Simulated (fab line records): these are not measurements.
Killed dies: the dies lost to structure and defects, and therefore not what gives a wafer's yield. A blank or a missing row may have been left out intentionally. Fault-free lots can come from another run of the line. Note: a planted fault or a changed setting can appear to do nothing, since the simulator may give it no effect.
Split-lot study    flow n5_finfet    21 wafers read from 7 lots, route of 1938 steps

## SPLIT DETAILS
At N5_SD_ACTIVATION_LSA_01 (time 0.0008 s), the setting temp_c was moved away from the recipe's 1080 C on 4 of the 21 wafers read, by -3.1% to +1.1%. The other wafers ran this setting at the recipe's value.

There is no step in the file separating the split from the reading.

## THE READING
RS_SD_N in ohm/sq, measured at N5_SD_ACTIVATION_RS_MEAS_03 by four-point-probe. Fault-free wafers of this fab line usually give 21.9 ohm/sq, standard deviation 0.31 ohm/sq.

wafer   tool, chamber at the split  temp_c as run, C  against the recipe  RS_SD_N, ohm/sq  against lot-mates on the recipe
L076.2  laser_anneal-01, 0          1080              recipe              22.0             -
L076.4  laser_anneal-01, 0          1080              recipe              21.8             -
L076.5  laser_anneal-01, 0          1080              recipe              21.8             -
L083.3  laser_anneal-02, 0          1080              recipe              22.2             -
L083.4  laser_anneal-02, 0          1080              recipe              22.0             -
L083.5  laser_anneal-02, 0          1092              +1.1%               21.1             -1.0
L085.3  laser_anneal-02, 0          1048              -3.0%               25.5             +3.2
L085.4  laser_anneal-02, 0          1080              recipe              22.2             -
L085.5  laser_anneal-02, 0          1080              recipe              22.3             -
L086.1  laser_anneal-01, 0          1080              recipe              21.9             -
L086.3  laser_anneal-01, 0          1061              -1.8%               23.6             +1.7
L086.5  laser_anneal-01, 0          1080              recipe              21.9             -
L088.2  laser_anneal-01, 0          1080              recipe              21.9             -
L088.3  laser_anneal-01, 0          1080              recipe              21.8             -
L088.6  laser_anneal-01, 0          1080              recipe              22.0             -
L089.1  laser_anneal-02, 0          1080              recipe              21.9             -
L089.3  laser_anneal-02, 0          1080              recipe              22.1             -
L089.4  laser_anneal-02, 0          1047              -3.1%               25.4             +3.4
L095.2  laser_anneal-02, 0          1080              recipe              22.0             -
L095.3  laser_anneal-02, 0          1080              recipe              22.1             -
L095.5  laser_anneal-02, 0          1080              recipe              21.6             -

THE FIT
A straight line over all 21 wafers: RS_SD_N changes by -1.1 ohm/sq for each +1% of temp_c; r = -0.98; the points scatter about the line by 0.2 ohm/sq.
The same after taking each lot's own level away (the mean of its wafers on the recipe; 21 wafers): -1.07 ohm/sq for each +1%; r = -0.99; scatter 0.13 ohm/sq.
Per that fit: largest temp_c move, reading shift of 3.3 ohm/sq.
From 21.87 to 22.25 ohm/sq: that is the span of the lots' own levels, equal to 1.2 times the standard deviation above.
The two slopes are in agreement: the lot-to-lot level therefore moves the slope only a little.
Check: for one of the wafers moved furthest among these (-3.1%), held out of the fit, the line's prediction against its lot-mates is +3.2 ohm/sq. Against them it came out at +3.4 ohm/sq.
Tool readings at the split's step, against how far the setting was moved: wafer_temp_C_max r = +1.00.

## OTHER SPLITS ON THESE WAFERS
Before the reading, these wafers also passed through other splits. Each is held against what the fit with the lots' levels taken away leaves over:
other split on the same wafers  wafers away from the commonest value  r with RS_SD_N (lot level and that fit taken away)
N5_SD_EPI_P_EPI_21 temp_c       9                                     -0.03

## THE WHOLE CHAIN: every reading that the file lists as answering this split, in the file's order
step                         what it does                  reading           change (the file's fit)               r (the file's)
N5_SD_ACTIVATION_LSA_01      time 0.0008 s                 wafer_temp_C_max  withheld for each +1% of the setting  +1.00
N5_SD_ACTIVATION_RS_MEAS_03  measures by four-point-probe  RS_SD_N           -1.08 for each +1% of the setting     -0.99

## FILE'S OWN FIT
RS_SD_N changes by -1.08 ohm/sq for each +1% of temp_c, r = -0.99.
